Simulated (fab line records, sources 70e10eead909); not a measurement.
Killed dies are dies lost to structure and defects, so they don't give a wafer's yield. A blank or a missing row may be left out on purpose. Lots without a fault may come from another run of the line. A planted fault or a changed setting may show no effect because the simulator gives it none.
Which tool did it? | flow nand_harc | 12 lots, 36 wafers sampled, at 5 steps of a route of 1302

WHAT THE GAUGES READ, wafer by wafer
NHARC_P_M1_INSPECT_27. Usual: raw_defect_count 349, standard deviation 140.
lot  | measured     | on                | raw_defect_count | flag
L282 | day 6 22:14  | defect_inspect-01 | 484 586 583      |
L283 | day 7 03:35  | defect_inspect-02 | 259 465 261      |
L284 | day 7 22:09  | defect_inspect-01 | 356 639 306      |
L285 | day 8 00:02  | defect_inspect-01 | 473 325 304      |
L288 | day 9 04:41  | defect_inspect-02 | 333 552 227      |
L290 | day 10 10:18 | defect_inspect-02 | 312 311 191      |
L291 | day 10 18:46 | defect_inspect-01 | 366 322 234      |
L294 | day 11 15:43 | defect_inspect-01 | 360 297 317      |
L293 | day 11 16:38 | defect_inspect-01 | 377 331 335      |
L302 | day 15 04:19 | defect_inspect-02 | 807 675 494      |
L303 | day 15 12:58 | defect_inspect-02 | 265 441 281      |
L304 | day 15 19:14 | defect_inspect-01 | 246 276 253      |

NHARC_END_SORT_01. Usual: defect_limited_yield 91 %, standard deviation 3.1; killed_at_array 54, standard deviation 21; killed_at_other 0.9, standard deviation 1.1; killed_at_periphery 3.5, standard deviation 2.5; killed_dies 58, standard deviation 21; killed_open 3.3, standard deviation 1.9; killed_short 2.6, standard deviation 1.8; sort_bin_2_pct 3.0 %, standard deviation 1.4; sort_bin_3_pct 0.6 %, standard deviation 0.41; sort_bin_4_pct 4.9 %, standard deviation 1.7; sort_n_pass 619, standard deviation 21; sort_rim_yield_pct 92 %, standard deviation 4; sort_yield_pct 91 %, standard deviation 3.1.
lot  | measured     | on        | defect_limited_yield (%) | killed_at_array | killed_at_other | killed_at_periphery | killed_dies | killed_open | killed_short | sort_bin_2_pct (%) | sort_bin_3_pct (%) | sort_bin_4_pct (%) | sort_n_pass | sort_rim_yield_pct (%) | sort_yield_pct (%) | flag
L288 | day 27 07:18 | prober-02 | 95 95 93                 | 33 33 44        | 0 2 0           | 3 0 1               | 36 35 45    | 1 2 5       | 5 2 1        | 1.9 1.3 2.4        | 0.1 0 0.3          | 3.2 3.8 4.0        | 641 642 632 | 92 92 92               | 95 95 93           |
L290 | day 28 11:56 | prober-02 | 92 93 92                 | 55 49 55        | 0 0 0           | 1 1 2               | 56 50 57    | 5 3 6       | 2 3 3        | 3.1 2.4 3.5        | 0.3 0.7 0.4        | 4.9 4.3 4.4        | 621 627 620 | 98 92 93               | 92 93 92           |

WHICH TOOL RAN EACH LOT (tool, then ch and the chambers of the sampled wafers, then the start)
lot  | NHARC_P_M1_DEGAS_29          | NHARC_P_M2_ETCH_35                 | NHARC_P_M2_PVD_21
L282 | pvd_sputter-02, day 6 20:41  | rie_diel-02 ch 1,2,3, day 6 23:52  | pvd_sputter-01, no start
L283 | pvd_sputter-02, day 7 02:02  | rie_diel-08 ch 1,3, day 7 05:20    | pvd_sputter-01, no start
L284 | pvd_sputter-02, day 7 20:35  | rie_diel-08 ch 1,2,3, day 7 23:42  | pvd_sputter-02, no start
L285 | pvd_sputter-02, day 7 22:30  | rie_diel-09 ch 1,2,3, day 8 01:42  | pvd_sputter-01, no start
L288 | pvd_sputter-02, day 9 03:08  | rie_diel-09 ch 0,2,3, day 9 06:21  | pvd_sputter-02, day 27 07:18 or earlier
L290 | pvd_sputter-02, day 10 08:46 | rie_diel-09 ch 1,2, day 10 12:02   | pvd_sputter-02, day 28 11:56 or earlier
L291 | pvd_sputter-02, day 10 17:05 | rie_diel-09 ch 0,1, day 10 20:18   | pvd_sputter-02, no start
L294 | pvd_sputter-02, day 11 14:10 | rie_diel-09 ch 1,3, day 11 17:23   | pvd_sputter-01, no start
L293 | pvd_sputter-02, day 11 15:04 | rie_diel-09 ch 1,3, day 11 18:10   | pvd_sputter-02, no start
L302 | pvd_sputter-02, day 15 02:47 | rie_diel-08 ch 0,1, day 15 05:58   | pvd_sputter-01, no start
L303 | pvd_sputter-01, day 15 11:25 | rie_diel-02 ch 0,2,3, day 15 14:38 | pvd_sputter-02, no start
L304 | pvd_sputter-01, day 15 17:41 | rie_diel-02 ch 0,1, day 15 20:47   | pvd_sputter-01, no start
- NHARC_P_M1_DEGAS_29: time 60 s.
- NHARC_P_M2_ETCH_35: etches the open film in N2/H2, target depth 40 nm, overetch 12 nm, time 43.94 s.
- NHARC_P_M2_PVD_21: deposits Cu, target thk 30 nm, time 20.49 s.

WHAT THE TOOLS THEMSELVES READ (means of the sampled wafers that have a number; where no wafer has one, the mark that the record gives instead)
NHARC_P_M1_DEGAS_29. Usual: heater_power_w 310 W, standard deviation 14.
lot  | tool           | heater_power_w (W) | flag
L282 | pvd_sputter-02 | 302                |
L283 | pvd_sputter-02 | 307                |
L284 | pvd_sputter-02 | 298                |
L285 | pvd_sputter-02 | 306                |
L288 | pvd_sputter-02 | 309                |
L290 | pvd_sputter-02 | 306                |
L291 | pvd_sputter-02 | 303                |
L294 | pvd_sputter-02 | 307                |
L293 | pvd_sputter-02 | 303                |
L302 | pvd_sputter-02 | 314                |
L303 | pvd_sputter-01 | 332                |
L304 | pvd_sputter-01 | 322                |

NHARC_P_M2_ETCH_35. Usual: bias_w 150.0 W, standard deviation 0.45; drypump_motor_current_A 5.5 A, standard deviation 0.43; oes_product_au 0.996 a.u., standard deviation 0.01; rf_vpp_V 430.2 V, standard deviation 2.7; showerhead_plenum_p_Torr 2.03 Torr, standard deviation 0.098; throttle_valve_pct 14.171 %, standard deviation 0.0083.
lot  | tool        | bias_w (W) | drypump_motor_current_A (A) | oes_product_au (a.u.) | rf_vpp_V (V) | showerhead_plenum_p_Torr (Torr) | throttle_valve_pct (%) | flag
L282 | rie_diel-02 | 150.1      | 5.3                         | 0.997                 | 432.8        | 2.11                            | 14.175                 |
L283 | rie_diel-08 | 150.3      | 5.7                         | 0.998                 | 430.8        | 2.03                            | 14.165                 |
L284 | rie_diel-08 | 150.4      | 5.5                         | 0.988                 | 428.1        | 1.97                            | 14.180                 |
L285 | rie_diel-09 | 149.7      | 5.9                         | 1.002                 | 431.0        | 2.04                            | 14.169                 |
L288 | rie_diel-09 | 150.2      | 5.6                         | 0.988                 | 429.1        | 1.98                            | 14.165                 |
L290 | rie_diel-09 | 150.2      | 5.9                         | 1.005                 | 430.8        | 2.05                            | 14.173                 |
L291 | rie_diel-09 | 150.1      | 5.5                         | 1.003                 | 430.7        | 2.06                            | 14.167                 |
L294 | rie_diel-09 | 149.5      | 5.7                         | 0.874                 | 432.7        | 2.11                            | 14.171                 | OFF
L293 | rie_diel-09 | 149.6      | 5.7                         | 0.875                 | 432.7        | 2.12                            | 14.173                 | OFF
L302 | rie_diel-08 | 150.5      | 5.2                         | 0.995                 | 427.4        | 1.94                            | 14.170                 |
L303 | rie_diel-02 | 149.9      | 5.1                         | 0.995                 | 433.3        | 2.13                            | 14.175                 |
L304 | rie_diel-02 | 149.5      | 5.4                         | 0.991                 | 432.5        | 2.12                            | 14.176                 |

NHARC_P_M2_PVD_21. Usual: throttle_valve_pct 29.8 %, standard deviation 1.1.
lot  | tool           | throttle_valve_pct (%) | flag
L282 | pvd_sputter-01 | 29.9                   |
L283 | pvd_sputter-01 | 29.0                   |
L284 | pvd_sputter-02 | 29.6                   |
L285 | pvd_sputter-01 | 29.1                   |
L288 | pvd_sputter-02 | 29.4                   |
L290 | pvd_sputter-02 | 29.5                   |
L291 | pvd_sputter-02 | 29.5                   |
L294 | pvd_sputter-01 | 30.2                   |
L293 | pvd_sputter-02 | 29.3                   |
L302 | pvd_sputter-01 | 31.7                   |
L303 | pvd_sputter-02 | 29.7                   |
L304 | pvd_sputter-01 | 30.2                   |

THE ANSWER, worked out from the rows above alone
Rule: a lot is off if the mean of its wafers that have a number lies more than 3 standard deviations from the usual mean. A lot without any number at a reading at which 4 lots or more have one is off too. The other lots that the step has rows for count as sound. The gauges are gone through in route order, then the tools' own readings, and for those a lot's mean is taken as printed above. The first step at which some lot is off is used, and at that step the reading that is off furthest; a lot without a number counts as furthest.
Off: L294, L293, at NHARC_P_M2_ETCH_35 (oes_product_au).
A tool fits if, at that step or a process step before it, it ran every lot that is off, and no sound lot after the first of them. One fits: rie_diel-09 at NHARC_P_M2_ETCH_35. Its last sound lot is L291 (day 10 20:18), its first lot that is off L294 (day 11 17:23): a fault that began between those two fits.
The tool's own readings at NHARC_P_M2_ETCH_35 bear it out: on the lots that are off they differ by more than 5 times the standard deviation of the sound lots' means. oes_product_au reads 0.875 a.u. there against 0.996 a.u. on the sound lots.

WHAT THE SIMULATOR HAD PUT IN
Process parameter drift: rie_diel-09, from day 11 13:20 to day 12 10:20, at NHARC_P_M2_ETCH_35. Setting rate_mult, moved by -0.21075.
Lots struck among those shown: L294, L293. The rule above found the same.
